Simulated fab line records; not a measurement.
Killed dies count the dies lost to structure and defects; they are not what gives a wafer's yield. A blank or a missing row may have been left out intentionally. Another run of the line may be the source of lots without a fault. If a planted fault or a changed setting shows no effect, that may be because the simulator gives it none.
2 desks looking at one fault || flow n5Finfet || only its own numbers are on each desk; what lay behind them is given at the end

## AT THE METROLOGY DESK
Lot by lot, what the gauges showed, no matter which tool ran the lot: averages of those sampled wafers that carry a number. Marked OUT: a lot whose mean sits more than 4 standard deviations from the usual mean, which makes it out of limits; the brackets give that distance. It has 11 readings; the 7 that lie furthest out on some lot are the ones shown.
Columns: A = M3_RS at N5_BEOL_M3_RS_MEAS_58, usual 0.67 ohm/sq; B = DIBL_N at N5_BEOL_M4_RC_MEAS_101, usual 35.8 mV/V; C = DIBL_P at N5_BEOL_M4_RC_MEAS_101, usual 35.3 mV/V; D = IOFF_P at N5_BEOL_M4_RC_MEAS_101, usual 0.194 nA/um; E = ION_N at N5_BEOL_M4_RC_MEAS_101, usual 667 uA/um; F = VT_N at N5_BEOL_M4_RC_MEAS_101, usual 251 mV; G = VT_P at N5_BEOL_M4_RC_MEAS_101, usual -252 mV
{"lot": "L397", "first seen here": "day 9 14:39", "A": 0.65, "B": 36.3, "C": 35.3, "D": 0.189, "E": 673, "F": 251, "G": -250}
{"lot": "L399", "first seen here": "day 10 04:53", "A": 0.65, "B": 35.0, "C": 34.3, "D": 0.161, "E": 649, "F": 255, "G": -257}
{"lot": "L400", "first seen here": "day 10 17:17", "A": 0.66, "B": 34.2, "C": 35.8, "D": 0.210, "E": 674, "F": 249, "G": -248}
{"lot": "L401", "first seen here": "day 10 23:49", "A": 0.65, "B": 36.4, "C": 35.5, "D": 0.223, "E": 669, "F": 250, "G": -246}
{"lot": "L408", "first seen here": "day 12 14:41", "A": 0.68, "B": 36.1, "C": 36.6, "D": 0.214, "E": 668, "F": 248, "G": -249}
{"lot": "L407", "first seen here": "day 13 03:59", "A": 0.68, "B": 37.7, "C": 34.9, "D": 0.205, "E": 678, "F": 248, "G": -251}
{"lot": "L410", "first seen here": "day 13 07:25", "A": 0.69, "B": 36.9, "C": 34.8, "D": 0.178, "E": 666, "F": 249, "G": -253}
{"lot": "L413", "first seen here": "day 13 21:09", "A": 0.72, "B": 33.5, "C": 32.6, "D": 0.156, "E": 656, "F": 252, "G": -255}
{"lot": "L416", "first seen here": "day 14 10:09", "A": 0.70, "B": 35.5, "C": 35.5, "D": 0.164, "E": 666, "F": 250, "G": -256}
This desk's finding: nothing out of limits on any of the 9 lots.

## FOR THE TOOL OWNER'S DESK: pecvd-04
The tool's own readings at N5_BEOL_M3_PECVD_72 (deposits SiO2 from TEOS/O2, target thk 16 nm, time 18 s): means of the sampled wafers that have a number, for each lot that ran on this tool. Marked OUT: a lot whose mean sits more than 4 standard deviations from the usual mean, which makes it out of limits; the brackets give that distance.
Columns: A = heaterPowerW at N5_BEOL_M3_PECVD_72, usual 728 W; B = showerheadPlenumPTorr at N5_BEOL_M3_PECVD_72, usual 8.81 Torr; C = showerheadVppV at N5_BEOL_M3_PECVD_72, usual 1270 V; D = susceptorTempC at N5_BEOL_M3_PECVD_72, usual 400.00 C; E = throttleValvePct at N5_BEOL_M3_PECVD_72, usual 22.3 %
{"lot": "L397", "first seen here": "day 9 05:13", "A": 767, "B": 8.79, "C": 1272, "D": 399.99, "E": 22.2}
{"lot": "L401", "first seen here": "day 10 08:22", "A": 763, "B": 8.84, "C": 1322, "D": 399.72, "E": 22.7}
{"lot": "L408", "first seen here": "day 12 03:02", "A": 873, "B": 8.80, "C": 1237, "D": 400.00, "E": 21.5}
{"lot": "L407", "first seen here": "day 12 05:21", "A": 804, "B": 8.72, "C": 1214, "D": 400.16, "E": 21.4}
{"lot": "L410", "first seen here": "day 12 05:50", "A": 781, "B": 8.80, "C": 1267, "D": 400.03, "E": 22.1}
This desk's finding: nothing out of limits on any of the 5 lots.

## PUT TOGETHER
Nothing out of limits was seen by the metrology desk.
Nothing out of limits was seen by the tool owner's desk.

## WHAT THE SIMULATOR HAD INSERTED
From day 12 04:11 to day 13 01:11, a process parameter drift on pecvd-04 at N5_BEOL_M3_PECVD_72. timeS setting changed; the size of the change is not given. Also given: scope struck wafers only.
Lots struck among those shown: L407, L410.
